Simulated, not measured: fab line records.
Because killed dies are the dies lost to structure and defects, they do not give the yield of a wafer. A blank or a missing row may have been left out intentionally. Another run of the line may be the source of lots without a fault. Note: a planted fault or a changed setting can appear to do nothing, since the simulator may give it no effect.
Comparing a struck lot with a sound one :: flow nand_harc :: 15 out of 1302 route steps
Sound: the wafers L252.1, L252.2, L252.3. The struck wafers were L264.2, L264.3, L264.4. Last of all comes the cause.
At each step with rows: each side's tool, then ch and its chambers, then its first start. Under that, the readings that differ: sound wafers :: struck wafers :: difference of the means :: sigmas: that difference in standard deviations of wafers without a fault.
alike: words and numbers the same on both sides, and readings whose means are apart by under 2 such deviations; not compared: readings that were withheld, readings missing a value for some wafer, numbers with overlapping values and no deviation given by the record, and bounds like >300 which may hide the same value.
The two part at a step that has a row with sigmas, a row that says differs or no value, or rows on one side only. Numbers that have no deviation but don't overlap get no sigmas and don't part them. A reading missing from all wafers of one side parts the sides only when that side holds two or more wafers.

first, 3 steps without rows for these wafers: NHARC_A_CHANNEL_HOLE_D1_STRIP_27 (strips in O2); NHARC_A_CHANNEL_HOLE_D1_PRECLEAN_28 (cleans in SC1); NHARC_A_CHANNEL_HOLE_D1_SRD_29.
NHARC_A_CHANNEL_HOLE_D1_CD_MEAS_30:
  sound on cd_sem-01, day 9 04:22; struck on cd_sem-01, day 14 20:38
  alike: cd_nm
NHARC_A_CHANNEL_HOLE_D1_XSEM_31:
  sound on xsem-02 ch 0, day 9 04:28; struck on xsem-02 ch 0, day 14 20:43
  alike: bot_cd_nm, bow_nm, tilt_deg
NHARC_A_CHANNEL_HOLE_D1_INSPECT_40:
  sound on defect_inspect-01, day 9 04:34; struck on defect_inspect-01, day 14 20:50
  alike: raw_defect_count
then, 2 steps without rows for these wafers: NHARC_A_CHANNEL_FILL_D1_PRECLEAN_00 (cleans in SC1); NHARC_A_CHANNEL_FILL_D1_SRD_01.
NHARC_A_CHANNEL_FILL_D1_ALD_02: deposits SiO2, target thk 6 nm, pulse time 10 s, ald cycles 60.
  sound on ald_hk-03 ch 1,2,3, day 9 04:50; struck on ald_hk-01 ch 0,1,3, day 14 21:11
  alike: ald_cycles, heater_power_w, precursor_pulse_height_rel
NHARC_A_CHANNEL_FILL_D1_ALD_03: deposits SiNx, target thk 6 nm, pulse time 60 s, ald cycles 58.
  sound: ald_sin_batch-02 ch 0; struck: ald_sin_batch-01 ch 0
  alike: ald_cycles, precursor_pulse_height_rel
NHARC_A_CHANNEL_FILL_D1_ALD_14: deposits SiO2, target thk 2.5 nm, pulse time 10 s, ald cycles 25.
  sound on ald_hk-03 ch 0,1,2, day 9 11:44; struck on ald_hk-03 ch 0,2,3, day 15 04:14
  alike: ald_cycles, heater_power_w, precursor_pulse_height_rel
NHARC_A_CHANNEL_FILL_D1_ALD_15: deposits SiNx, target thk 2 nm, pulse time 60 s, ald cycles 19.
  sound: ald_sin_batch-03 ch 0; struck: ald_sin_batch-03 ch 0
  alike: ald_cycles, precursor_pulse_height_rel
NHARC_A_CHANNEL_FILL_D1_ALD_16: deposits SiO2, target thk 1.5 nm, pulse time 10 s, ald cycles 15.
  sound on ald_hk-03 ch 0,2,3, day 9 16:55; struck on ald_hk-03 ch 0,1,2, day 15 09:24
reading: ald_cycles
sound: 15 15 15
struck: 21 21 21
difference: +6
sigmas: 
  alike: heater_power_w, precursor_pulse_height_rel
then, 1 step without rows for these wafers: NHARC_A_CHANNEL_FILL_D1_ANNEAL_17 (time 1800 s).
-- jump in the record: it breaks off in module A_CHANNEL_FILL_D1 and resumes in module END (first step shown: number 1302 of the route), and 15 days separate the struck wafers' starts before and after --
NHARC_END_SORT_01:
  sound on prober-01 ch 0, day 24 22:54; struck on prober-01 ch 0, day 30 13:50
  alike: killed_at_array, killed_at_other, killed_at_periphery, killed_dies, killed_open, killed_short

## WHERE THEY PART
Nowhere in this record.

WHY: whatever the simulator had introduced
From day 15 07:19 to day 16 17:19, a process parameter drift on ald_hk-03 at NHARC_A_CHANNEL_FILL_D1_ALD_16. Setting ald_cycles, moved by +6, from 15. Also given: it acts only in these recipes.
